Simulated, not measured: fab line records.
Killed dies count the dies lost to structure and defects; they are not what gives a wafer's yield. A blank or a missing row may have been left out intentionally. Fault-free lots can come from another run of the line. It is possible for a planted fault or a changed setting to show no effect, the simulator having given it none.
Struck lot and sound lot, side by side / flow nand-harc / 15 steps out of a route of 1302
Sound: the wafers L778.2, L778.3, L778.5. Wafers L789.2, L789.5, L789.6 were the ones struck. Last of all comes the cause.
At each step with rows: each side's tool, then ch and its chambers, then its first start. Under that, the readings that differ: sound wafers / struck wafers / difference of the means / sigmas: that difference in standard deviations of wafers without a fault.
alike: a reading whose means differ by less than 2 such deviations, as well as words and numbers matching on both sides. not compared: withheld readings; readings where some wafer has no value; bounds like >300 that might hide an equal value; numbers whose values overlap and for which the record gives no deviation.
A row with sigmas, a row that says differs or no value, or rows on one side alone: a step with any of these is where the two part. Non-overlapping numbers with no deviation appear without sigmas and do not part them. Lack of a reading on every wafer of one side parts them only where that side has two or more wafers.

NHARC_A_CHANNEL_FILL_D1_ALD_16: deposits SiO2, target thk 1.5 nm, pulse time 10 s, ald cycles 15.
  sound on ald-hk-04 ch 0,2, day 9 09:44; struck on ald-hk-03 ch 0,3, day 14 02:48
  alike: heater-power-w, precursor-pulse-height-rel
then, 2 steps without rows for these wafers: NHARC_A_CHANNEL_FILL_D1_ANNEAL_17 (time 1800 s); NHARC_A_CHANNEL_FILL_D1_CVD_18 (deposits poly-Si, target thk 3 nm).
NHARC_A_CHANNEL_FILL_D1_ETCHBACK_19: etches the open film in HBr/Cl2, target depth 5 nm, time 1.7 s.
  sound on rie-si-02 ch 1,2,3, day 10 00:58; struck on rie-si-04 ch 2,3, day 14 15:11
  alike: drypump-motor-current-A, oes-product-au, throttle-valve-pct
  not compared: rf-hours-counter-h
NHARC_A_CHANNEL_FILL_D1_ETCHBACK_20: etches the open film in C4F8/O2/Ar, target depth 27 nm, time 13.5 s.
  sound on rie-diel-11 ch 0,1,2, day 10 01:04; struck on rie-diel-05 ch 1,2,3, day 14 15:19
reading=oes-product-au (a.u.); sound=0.92 0.92 0.94; struck=1.01 1.00 0.99; difference=+0.07; sigmas=+2
  alike: rf-vpp-V, run-length-s
  not compared: rf-hours-counter-h
then, 5 steps without rows for these wafers: NHARC_A_CHANNEL_FILL_D1_STRIP_28 (strips in O2, time 20 s); NHARC_A_CHANNEL_FILL_D1_PRECLEAN_21 (cleans in dHF, time 30 s); NHARC_A_CHANNEL_FILL_D1_SRD_23; NHARC_A_CHANNEL_FILL_D1_CVD_05 (deposits poly-Si, target thk 5 nm); NHARC_A_CHANNEL_FILL_D1_ANNEAL_22 (time 7200 s).
NHARC_A_CHANNEL_FILL_D1_THK_MEAS_06: measures by ellipsometry.
  sound: film-metro-01 at day 10 13:07; struck: film-metro-02 at day 15 04:25
  alike: thk-nm
NHARC_A_CHANNEL_FILL_D1_ALD_25: deposits SiOx, target thk 60 nm, pulse time 10 s, ald cycles 600.
  sound on ald-hk-02 ch 0,1,3, day 10 14:25; struck on ald-hk-04 ch 0,2,3, day 15 05:43
  alike: heater-power-w, precursor-pulse-height-rel
NHARC_A_CHANNEL_FILL_D1_ETCHBACK_08: etches the open film in C4F8, target depth 220 nm, time 110 s.
  sound on rie-diel-11 ch 0,1,2, day 10 18:46; struck on rie-diel-11 ch 0,1,3, day 15 10:07
reading=oes-product-au (a.u.); sound=0.92 0.94 0.92; struck=1.02 1.02 1.03; difference=+0.10; sigmas=+2
reading=run-length-s (s); sound=130.9 131.6 131.3; struck=149.0 149.9 149.8; difference=+18.3; sigmas=+48
  alike: rf-vpp-V
  not compared: rf-hours-counter-h
NHARC_A_CHANNEL_FILL_D1_STRIP_29: strips in O2, time 20 s.
  sound on rie-diel-11 ch 1,2,3; struck on rie-diel-11 ch 0,2,3
  alike: drypump-motor-current-A, oes-product-au, rf-vpp-V, showerhead-plenum-p-Torr, throttle-valve-pct
  not compared: rf-hours-counter-h
-- record jumps: 14 days between struck wafers' starts before vs after; left off in module A_CHANNEL_FILL_D1, resumes in module END, first step shown is number 1302 of the route --
NHARC_END_SORT_01:
  sound on prober-02 ch 0, day 25 12:40; struck on prober-01 ch 0, day 29 05:44
reading=killed-at-array; sound=67 69 68; struck=10 29 29; difference=-45; sigmas=-3
reading=killed-dies; sound=68 74 75; struck=13 32 33; difference=-46; sigmas=-3
  alike: killed-at-other, killed-at-periphery, killed-open, killed-short

WHERE THEY PART
First at NHARC_A_CHANNEL_FILL_D1_ETCHBACK_20; last, within this record, at NHARC_END_SORT_01.

WHY: the cause the simulator had injected
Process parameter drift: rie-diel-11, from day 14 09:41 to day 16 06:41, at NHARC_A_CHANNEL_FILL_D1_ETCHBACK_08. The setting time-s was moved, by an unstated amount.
